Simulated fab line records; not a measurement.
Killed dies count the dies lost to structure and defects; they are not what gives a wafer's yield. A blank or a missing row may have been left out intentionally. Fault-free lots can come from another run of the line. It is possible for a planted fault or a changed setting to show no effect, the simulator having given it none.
Split-lot experiment -- flow n5 finfet -- 7 lots, 21 wafers read, on a route of 1938 steps

ABOUT THE SPLIT
At N5_BEOL_M7_TRENCH_ETCH_37 (etches SiCOH lowk in C4F6/O2, target depth 93.478 nm, time 31.2 s), the setting source w was moved away from the recipe's 345 W on 8 of the 21 wafers read, by -15.4% to +15.7%. The other wafers ran this setting at the recipe's value.

The split's own step is where the reading is taken.

THE READING
rf vpp V, in V, at N5_BEOL_M7_TRENCH_ETCH_37 (etches SiCOH lowk in C4F6/O2, target depth 93.478 nm, time 31.2 s). A value of 666 V with a standard deviation of 9.7 V is what fault-free wafers of this fab line usually give.

wafer,"tool, chamber at the split","source w as run, W",against the recipe,"rf vpp V, V",against lot-mates on the recipe
L077.1,"rie diel-06, 1",376.4,+9.1%,628,-26
L077.4,"rie diel-06, 1",376.4,+9.1%,630,-24
L077.6,"rie diel-06, 0",345,recipe,654,-
L080.2,"rie diel-06, 3",291.7,-15.4%,726,+60
L080.5,"rie diel-06, 3",345,recipe,666,-
L080.6,"rie diel-06, 0",291.7,-15.4%,715,+49
L082.4,"rie diel-05, 2",345,recipe,678,-
L082.5,"rie diel-05, 0",345,recipe,664,-
L082.6,"rie diel-05, 3",345,recipe,684,-
L090.3,"rie diel-06, 1",345,recipe,656,-
L090.5,"rie diel-06, 0",345,recipe,654,-
L090.6,"rie diel-06, 1",345,recipe,657,-
L092.1,"rie diel-05, 3",384.5,+11.4%,649,-35
L092.4,"rie diel-05, 0",384.5,+11.4%,628,-56
L092.5,"rie diel-05, 3",345,recipe,684,-
L089.2,"rie diel-06, 1",345,recipe,657,-
L089.3,"rie diel-06, 2",399.1,+15.7%,609,-48
L089.5,"rie diel-06, 3",399.1,+15.7%,618,-39
L096.3,"rie diel-01, 3",345,recipe,660,-
L096.5,"rie diel-01, 1",345,recipe,664,-
L096.6,"rie diel-01, 3",345,recipe,660,-

THE FIT
A straight line over all 21 wafers: rf vpp V changes by -3.31 V for each +1% of source w; r = -0.93; the points scatter about the line by 10 V.
The same after taking each lot's own level away (the mean of its wafers on the recipe; 21 wafers): -3.28 V for each +1%; r = -0.97; scatter 6.7 V.
Per that fit: largest source w move, reading shift of 51 V.
Measured against the standard deviation above, the lots' own levels, which go from 654.0 to 684.0 V, span 3.1 times it.
Consequently the slope shifts little with the lot-to-lot level, the two slopes agreeing.
Check: with one of the wafers moved furthest among these (+15.7%) left out of the fit, the line predicts -51.2 V for it against its lot-mates. It came out at -48 V against them.
Tool readings at the split's step, against how far the setting was moved: rf vpp V r = -0.93.

FURTHER SPLITS ON THESE WAFERS
Note: prior to the reading, these wafers also went through further splits. Each is held against what the fit with the lots' levels taken away leaves over:
other split on the same wafers,wafers away from the commonest value,r with rf vpp V (lot level and that fit taken away)
N5_BEOL_M4_COAT_73 spin rpm,4,-0.03
N5_BEOL_M5_COAT_74 spin rpm,7,-0.21
N5_BEOL_M5_COAT_22 spin rpm,5,-0.06
N5_BEOL_M7_VIA_ETCH_34 bias w,6,+0.17

FILE'S OWN FIT
rf vpp V changes by -3.25 V for each +1% of source w, r = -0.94.
